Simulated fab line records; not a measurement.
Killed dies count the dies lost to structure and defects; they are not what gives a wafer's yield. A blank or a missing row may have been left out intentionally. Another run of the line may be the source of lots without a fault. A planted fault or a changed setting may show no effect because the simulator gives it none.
The tool behind it: which one? | flow nand-harc | 72 wafers from 24 lots sampled at 6 of the route's 1159 steps

WHAT THE GAUGES SHOWED, per wafer
NHARC_P_M0_OVL_MEAS_10: pitch 180 nm.
lot  | measured     | on         | overlay-x-nm (nm) | overlay-y-nm (nm)
L074 | day 6 09:59  | overlay-02 | -0.1 0.8 0.9      | -0.3 -0.1 -0.9
L075 | day 6 07:58  | overlay-02 | -0.7 -0.4 -1.1    | 0.8 -0.4 -0.1
L076 | day 6 17:13  | overlay-02 | -0.5 -1.3 -1.3    | 0.4 -0.8 0.2
L078 | day 6 20:46  | overlay-01 | 0.6 1.2 1.0       | 1.8 1.7 1.3
L077 | day 6 21:19  | overlay-01 | -0.7 -0.8 -0.5    | 1.1 1.5 1.1
L079 | day 7 00:41  | overlay-01 | 1.3 0.8 1.2       | -0.8 -1.0 -0.9
L080 | day 7 06:09  | overlay-01 | -1.2 -1.4 -1.7    | -0.9 -0.2 -1.0
L081 | day 7 15:00  | overlay-01 | -1.2 -1.0 -1.0    | 0.9 0.6 0.2
L082 | day 8 01:58  | overlay-02 | -0.3 0.0 -0.3     | -0.2 -0.1 0.0
L083 | day 8 05:06  | overlay-02 | 0.5 -0.2 0.4      | -0.1 -0.4 -0.5
L084 | day 8 08:23  | overlay-01 | 1.3 0.9 1.0       | -0.9 -0.9 -1.7
L088 | day 8 21:13  | overlay-02 | 0.0 0.1 0.5       | -0.8 -0.8 -0.4
L087 | day 9 02:32  | overlay-01 | -0.4 -0.8 -1.0    | -1.0 -1.0 -1.2
L086 | day 9 03:13  | overlay-01 | -0.1 0.7 0.0      | 0.7 0.4 -0.1
L085 | day 9 04:37  | overlay-01 | -0.4 -0.8 -0.7    | -0.6 -0.8 -0.7
L089 | day 9 13:58  | overlay-01 | 0.9 0.8 0.8       | 1.4 1.0 1.3
L090 | day 9 22:13  | overlay-02 | -0.7 -0.3 -0.1    | -1.5 -1.6 -1.1
L091 | day 9 22:29  | overlay-01 | -0.5 -0.3 -0.6    | -0.5 -1.0 -0.5
L093 | day 10 13:12 | overlay-02 | 0.0 0.0 0.4       | 0.2 0.1 0.2
L092 | day 10 18:25 | overlay-02 | 0.7 0.3 1.6       | -0.3 0.4 -0.2
L094 | day 10 18:53 | overlay-02 | 0.4 1.1 0.4       | -1.4 -1.1 -1.0
L095 | day 11 02:56 | overlay-01 | -0.3 -0.8 -0.6    | 0.6 0.1 0.2
L096 | day 11 02:40 | overlay-02 | -0.1 0.2 0.0      | 0.2 0.3 0.8
L097 | day 11 10:54 | overlay-01 | -0.2 -0.2 0.0     | -1.6 -0.8 -0.9

NHARC_P_M2_INSPECT_27.
lot  | measured     | on                | raw-defect-count
L074 | day 6 21:05  | defect-inspect-02 | 385 370 295
L075 | day 6 18:47  | defect-inspect-01 | 270 341 477
L076 | day 7 04:19  | defect-inspect-02 | 279 254 372
L078 | day 7 08:10  | defect-inspect-01 | 342 366 463
L077 | day 7 08:40  | defect-inspect-01 | 235 316 393
L079 | day 7 12:56  | defect-inspect-01 | 307 339 147
L080 | day 7 17:26  | defect-inspect-01 | 326 279 362
L081 | day 8 03:02  | defect-inspect-02 | 307 350 280
L082 | day 8 13:07  | defect-inspect-02 | 522 547 524
L083 | day 8 16:31  | defect-inspect-01 | 869 534 206
L084 | day 8 19:32  | defect-inspect-01 | 370 363 355
L088 | day 9 08:44  | defect-inspect-01 | 306 180 306
L087 | day 9 13:59  | defect-inspect-02 | 143 239 170
L086 | day 9 14:19  | defect-inspect-02 | 400 411 583
L085 | day 9 15:32  | defect-inspect-02 | 459 473 206
L089 | day 10 01:37 | defect-inspect-01 | 479 408 321
L090 | day 10 09:19 | defect-inspect-02 | 205 205 335
L091 | day 10 10:34 | defect-inspect-01 | 274 632 525
L093 | day 11 00:44 | defect-inspect-02 | 351 385 165
L092 | day 11 05:31 | defect-inspect-02 | 468 291 258
L094 | day 11 06:04 | defect-inspect-01 | 560 651 594
L095 | day 11 14:48 | defect-inspect-02 | 471 299 635
L096 | day 11 14:46 | defect-inspect-02 | 224 277 295
L097 | day 11 21:35 | defect-inspect-02 | 583 326 443

TOOL THAT RAN EACH LOT (tool first, then ch and the chambers of the sampled wafers, then the start)
lot  | NHARC_P_GATE_RTA_82              | NHARC_P_M0_ETCH_34                 | NHARC_P_M1_ETCH_28                            | NHARC_P_M1_DEGAS_29
L074 | rtp-anneal-01 ch 0, day 5 20:45  | rie-diel-04 ch 2,3, day 6 10:11    | rie-diel-10 ch 2,3, day 6 15:22 or earlier    | pvd-sputter-01, day 6 15:22
L075 | rtp-anneal-02 ch 0, day 5 20:52  | rie-diel-06 ch 0,1,2, day 6 08:10  | rie-diel-09 ch 0,1,3, day 6 13:10 or earlier  | pvd-sputter-02, day 6 13:10
L076 | rtp-anneal-02 ch 0, day 6 01:01  | rie-diel-06 ch 1,2,3, day 6 17:24  | rie-diel-09 ch 0,1,3, day 6 22:25 or earlier  | pvd-sputter-03, day 6 22:25
L078 | rtp-anneal-01 ch 0, day 6 08:52  | rie-diel-06 ch 1,3, day 6 20:58    | rie-diel-10 ch 1,2, day 7 01:50 or earlier    | pvd-sputter-02, day 7 01:50
L077 | rtp-anneal-01 ch 0, day 6 09:20  | rie-diel-07 ch 0,1,2, day 6 21:31  | rie-diel-10 ch 1,2,3, day 7 02:33 or earlier  | pvd-sputter-02, day 7 02:33
L079 | rtp-anneal-01 ch 0, day 6 16:52  | rie-diel-04 ch 0,1,2, day 7 00:53  | rie-diel-10 ch 0,1,2, day 7 06:11 or earlier  | pvd-sputter-01, day 7 06:11
L080 | rtp-anneal-01 ch 0, day 6 23:32  | rie-diel-06 ch 0,2, day 7 06:22    | rie-diel-10 ch 1,2,3, day 7 11:17 or earlier  | pvd-sputter-03, day 7 11:17
L081 | rtp-anneal-02 ch 0, day 7 08:10  | rie-diel-07 ch 1,2, day 7 15:11    | rie-diel-10 ch 1,2,3, day 7 20:04             | pvd-sputter-02, day 7 20:30
L082 | rtp-anneal-01 ch 0, day 7 13:57  | rie-diel-04 ch 0,1,3, day 8 02:09  | rie-diel-10 ch 0,2,3, day 8 07:13 or earlier  | pvd-sputter-02, day 8 07:13
L083 | rtp-anneal-01 ch 0, day 7 16:55  | rie-diel-06 ch 0,1, day 8 05:17    | rie-diel-01 ch 0,1,3, day 8 10:17 or earlier  | pvd-sputter-02, day 8 10:17
L084 | rtp-anneal-02 ch 0, day 7 20:41  | rie-diel-07 ch 0,2,3, day 8 08:35  | rie-diel-09 ch 1,2, day 8 13:41 or earlier    | pvd-sputter-01, day 8 13:41
L088 | rtp-anneal-01 ch 0, day 8 15:08  | rie-diel-06 ch 0,2, day 8 21:23    | rie-diel-09 ch 0,1, day 9 02:15 or earlier    | pvd-sputter-02, day 9 02:15
L087 | rtp-anneal-02 ch 0, day 8 16:34  | rie-diel-07 ch 0,3, day 9 02:44    | rie-diel-01 ch 2,3, day 9 07:52 or earlier    | pvd-sputter-03, day 9 07:52
L086 | rtp-anneal-02 ch 0, day 8 18:20  | rie-diel-07 ch 0,2,3, day 9 03:25  | rie-diel-01 ch 0,1,3, day 9 08:26 or earlier  | pvd-sputter-02, day 9 08:26
L085 | rtp-anneal-01 ch 0, day 8 21:18  | rie-diel-06 ch 0,1,3, day 9 04:48  | rie-diel-09 ch 1,2,3, day 9 09:46 or earlier  | pvd-sputter-03, day 9 09:46
L089 | rtp-anneal-01 ch 0, day 9 03:29  | rie-diel-04 ch 1,3, day 9 14:10    | rie-diel-01 ch 0,2,3, day 9 19:52 or earlier  | pvd-sputter-03, day 9 19:52
L090 | rtp-anneal-02 ch 0, day 9 12:50  | rie-diel-07 ch 0,3, day 9 22:25    | rie-diel-09 ch 2,3, day 10 03:35 or earlier   | pvd-sputter-03, day 10 03:35
L091 | rtp-anneal-02 ch 0, day 9 13:00  | rie-diel-04 ch 0,1,3, day 9 22:41  | rie-diel-01 ch 0,1, day 10 04:46 or earlier   | pvd-sputter-03, day 10 04:46
L093 | rtp-anneal-02 ch 0, day 10 06:04 | rie-diel-04 ch 0,3, day 10 13:28   | rie-diel-01 ch 0,2,3, day 10 18:49 or earlier | pvd-sputter-01, day 10 18:49
L092 | rtp-anneal-02 ch 0, day 10 07:35 | rie-diel-04 ch 1,2,3, day 10 18:35 | rie-diel-10 ch 0,1,3, day 10 23:33 or earlier | pvd-sputter-03, day 10 23:33
L094 | rtp-anneal-01 ch 0, day 10 07:36 | rie-diel-04 ch 1,2, day 10 19:04   | rie-diel-10 ch 0,1,2, day 11 00:02 or earlier | pvd-sputter-03, day 11 00:02
L095 | rtp-anneal-01 ch 0, day 10 20:24 | rie-diel-07 ch 2,3, day 11 03:17   | rie-diel-01 ch 1,2,3, day 11 08:43 or earlier | pvd-sputter-03, day 11 08:43
L096 | rtp-anneal-01 ch 0, day 10 20:29 | rie-diel-07 ch 0,1,2, day 11 02:51 | rie-diel-09 ch 1,2, day 11 08:40 or earlier   | pvd-sputter-02, day 11 08:40
L097 | rtp-anneal-01 ch 0, day 11 03:05 | rie-diel-07 ch 0,2,3, day 11 11:05 | rie-diel-10 ch 0,3, day 11 15:58 or earlier   | pvd-sputter-03, day 11 15:58
- NHARC_P_GATE_RTA_82: time 30 s.
- NHARC_P_M0_ETCH_34: etches the open film in N2/H2, target depth 40 nm, overetch 12 nm, time 43.94 s.
- NHARC_P_M1_ETCH_28: etches the open film in CF4/N2, target depth 30 nm, time 72.99 s.
- NHARC_P_M1_DEGAS_29: time 60 s.

AS READ BY THE TOOLS THEMSELVES (means over the sampled wafers that have a number; for cases with no such wafer, the mark the record gives instead)
NHARC_P_GATE_RTA_82.
lot  | tool          | anneal-temp-c-max | lamp-power-pct (%) | wafer_temp_C_max
L074 | rtp-anneal-01 | 451.8             | 4.2                | 452.3
L075 | rtp-anneal-02 | 451.0             | 3.5                | 452.4
L076 | rtp-anneal-02 | 451.3             | 3.5                | 452.1
L078 | rtp-anneal-01 | 451.9             | 4.2                | 452.0
L077 | rtp-anneal-01 | 452.1             | 4.2                | 452.1
L079 | rtp-anneal-01 | 451.8             | 4.2                | 451.8
L080 | rtp-anneal-01 | 451.9             | 4.2                | 451.6
L081 | rtp-anneal-02 | 451.5             | 3.5                | 452.5
L082 | rtp-anneal-01 | 451.9             | 4.2                | 451.3
L083 | rtp-anneal-01 | 451.8             | 4.2                | 451.7
L084 | rtp-anneal-02 | 451.2             | 3.5                | 452.3
L088 | rtp-anneal-01 | 451.8             | 4.2                | 451.8
L087 | rtp-anneal-02 | 451.3             | 3.5                | 452.4
L086 | rtp-anneal-02 | 451.4             | 3.5                | 452.2
L085 | rtp-anneal-01 | 452.2             | 4.2                | 452.4
L089 | rtp-anneal-01 | 452.0             | 4.2                | 451.7
L090 | rtp-anneal-02 | 451.4             | 3.5                | 451.9
L091 | rtp-anneal-02 | 451.3             | 3.5                | 452.2
L093 | rtp-anneal-02 | 451.6             | 3.5                | 452.5
L092 | rtp-anneal-02 | 451.4             | 3.5                | 452.3
L094 | rtp-anneal-01 | 452.0             | 4.2                | 452.2
L095 | rtp-anneal-01 | 451.9             | 4.2                | 452.0
L096 | rtp-anneal-01 | 451.6             | 4.2                | 451.6
L097 | rtp-anneal-01 | 451.8             | 4.2                | 452.0

NHARC_P_M0_ETCH_34.
lot  | tool        | drypump-motor-current-A (A) | oes-product-au (a.u.) | rf-vpp-V (V) | showerhead-plenum-p-Torr (Torr) | throttle-valve-pct (%)
L074 | rie-diel-04 | 6.0                         | 1.000                 | 430.1        | 2.03                            | 14.166
L075 | rie-diel-06 | 5.9                         | 0.992                 | 431.2        | 2.11                            | 14.169
L076 | rie-diel-06 | 5.8                         | 0.994                 | 432.5        | 2.05                            | 14.166
L078 | rie-diel-06 | 6.0                         | 0.995                 | 429.1        | 1.97                            | 14.172
L077 | rie-diel-07 | 5.4                         | 0.989                 | 429.5        | 2.01                            | 14.172
L079 | rie-diel-04 | 5.8                         | 0.997                 | 429.8        | 2.02                            | 14.172
L080 | rie-diel-06 | 5.9                         | 1.000                 | 433.6        | 2.18                            | 14.178
L081 | rie-diel-07 | 5.4                         | 0.995                 | 429.4        | 2.01                            | 14.169
L082 | rie-diel-04 | 5.8                         | 0.994                 | 431.5        | 2.07                            | 14.171
L083 | rie-diel-06 | 6.2                         | 0.995                 | 431.7        | 2.09                            | 14.171
L084 | rie-diel-07 | 5.6                         | 1.001                 | 427.5        | 1.92                            | 14.175
L088 | rie-diel-06 | 5.9                         | 0.994                 | 433.9        | 2.18                            | 14.167
L087 | rie-diel-07 | 5.6                         | 0.994                 | 427.4        | 1.93                            | 14.168
L086 | rie-diel-07 | 5.6                         | 0.987                 | 426.6        | 1.92                            | 14.165
L085 | rie-diel-06 | 6.0                         | 0.987                 | 430.4        | 2.04                            | 14.172
L089 | rie-diel-04 | 5.9                         | 0.990                 | 430.6        | 2.06                            | 14.169
L090 | rie-diel-07 | 5.6                         | 0.999                 | 427.8        | 1.93                            | 14.169
L091 | rie-diel-04 | 5.8                         | 1.003                 | 431.8        | 2.07                            | 14.174
L093 | rie-diel-04 | 5.9                         | 0.992                 | 432.6        | 2.11                            | 14.183
L092 | rie-diel-04 | 5.9                         | 0.987                 | 429.1        | 2.02                            | 14.172
L094 | rie-diel-04 | 5.8                         | 0.985                 | 428.9        | 1.97                            | 14.174
L095 | rie-diel-07 | 5.6                         | 1.004                 | 427.0        | 1.92                            | 14.168
L096 | rie-diel-07 | 5.5                         | 1.000                 | 429.3        | 2.01                            | 14.167
L097 | rie-diel-07 | 5.6                         | 0.999                 | 427.5        | 1.92                            | 14.173

NHARC_P_M1_ETCH_28.
lot  | tool        | drypump-motor-current-A (A) | oes-product-au (a.u.) | rf-vpp-V (V) | showerhead-plenum-p-Torr (Torr) | throttle-valve-pct (%)
L074 | rie-diel-10 | 6.0                         | 0.994                 | 313.5        | 2.60                            | 19.797
L075 | rie-diel-09 | 6.1                         | 0.996                 | 314.1        | 2.65                            | 19.793
L076 | rie-diel-09 | 6.1                         | 1.001                 | 313.9        | 2.65                            | 19.798
L078 | rie-diel-10 | 6.0                         | 0.989                 | 312.5        | 2.57                            | 19.804
L077 | rie-diel-10 | 5.9                         | 0.984                 | 313.9        | 2.60                            | 19.788
L079 | rie-diel-10 | 5.7                         | 0.989                 | 314.6        | 2.63                            | 19.784
L080 | rie-diel-10 | 6.0                         | 0.989                 | 313.3        | 2.60                            | 19.794
L081 | rie-diel-10 | 6.0                         | 0.987                 | 313.3        | 2.60                            | 19.797
L082 | rie-diel-10 | 5.8                         | 0.987                 | 314.9        | 2.64                            | 19.800
L083 | rie-diel-01 | 5.8                         | 1.001                 | 313.6        | 2.64                            | 19.787
L084 | rie-diel-09 | 6.2                         | 0.982                 | 314.8        | 2.65                            | 19.790
L088 | rie-diel-09 | 6.3                         | 0.992                 | 314.4        | 2.67                            | 19.801
L087 | rie-diel-01 | 5.8                         | 1.001                 | 314.1        | 2.61                            | 19.798
L086 | rie-diel-01 | 5.8                         | 1.009                 | 314.0        | 2.64                            | 19.798
L085 | rie-diel-09 | 6.0                         | 0.988                 | 314.9        | 2.63                            | 19.786
L089 | rie-diel-01 | 5.8                         | 1.005                 | 314.2        | 2.65                            | 19.791
L090 | rie-diel-09 | 6.0                         | 0.990                 | 312.5        | 2.54                            | 19.793
L091 | rie-diel-01 | 5.7                         | 1.011                 | 315.3        | 2.69                            | 19.791
L093 | rie-diel-01 | 5.8                         | 1.011                 | 314.7        | 2.65                            | 19.793
L092 | rie-diel-10 | 5.7                         | 1.001                 | 314.7        | 2.66                            | 19.795
L094 | rie-diel-10 | 5.7                         | 0.997                 | 315.1        | 2.63                            | 19.801
L095 | rie-diel-01 | 5.8                         | 0.989                 | 313.6        | 2.59                            | 19.793
L096 | rie-diel-09 | 6.2                         | 0.992                 | 314.1        | 2.65                            | 19.791
L097 | rie-diel-10 | 5.8                         | 1.006                 | 314.9        | 2.67                            | 19.793

NHARC_P_M1_DEGAS_29.
lot  | tool           | heater-power-w (W)
L074 | pvd-sputter-01 | 310
L075 | pvd-sputter-02 | 285
L076 | pvd-sputter-03 | 307
L078 | pvd-sputter-02 | 291
L077 | pvd-sputter-02 | 294
L079 | pvd-sputter-01 | 281
L080 | pvd-sputter-03 | 310
L081 | pvd-sputter-02 | 301
L082 | pvd-sputter-02 | 293
L083 | pvd-sputter-02 | 308
L084 | pvd-sputter-01 | 329
L088 | pvd-sputter-02 | 297
L087 | pvd-sputter-03 | 312
L086 | pvd-sputter-02 | 309
L085 | pvd-sputter-03 | 300
L089 | pvd-sputter-03 | 308
L090 | pvd-sputter-03 | 326
L091 | pvd-sputter-03 | 318
L093 | pvd-sputter-01 | 322
L092 | pvd-sputter-03 | 308
L094 | pvd-sputter-03 | 319
L095 | pvd-sputter-03 | 326
L096 | pvd-sputter-02 | 287
L097 | pvd-sputter-03 | 317

THE ANSWER, worked out from the rows above alone
Rule: the lots themselves supply what counts as usual. Put in order of their means at a reading, lots are off if they are a third of the lots or fewer, leave a main group of 4 or more, and stand apart from it by a gap of 3 or more times the standard deviation of the main group's means; of several such gaps the widest counts. Not used: any main group whose means are identical at the precision the tables above print for the reading. Also off: a lot with no number at a reading for which 4 or more lots have one. Any other lot the step has rows for is counted as sound. First the gauges in route order, then the tools' own readings, where a lot's mean is used as printed above. The first step at which some lot is off is used, and at that step the reading that is off furthest; a lot without a number counts as furthest.
No lot is off at any reading shown: from this, nothing can be told.

WHAT THE SIMULATOR PUT IN
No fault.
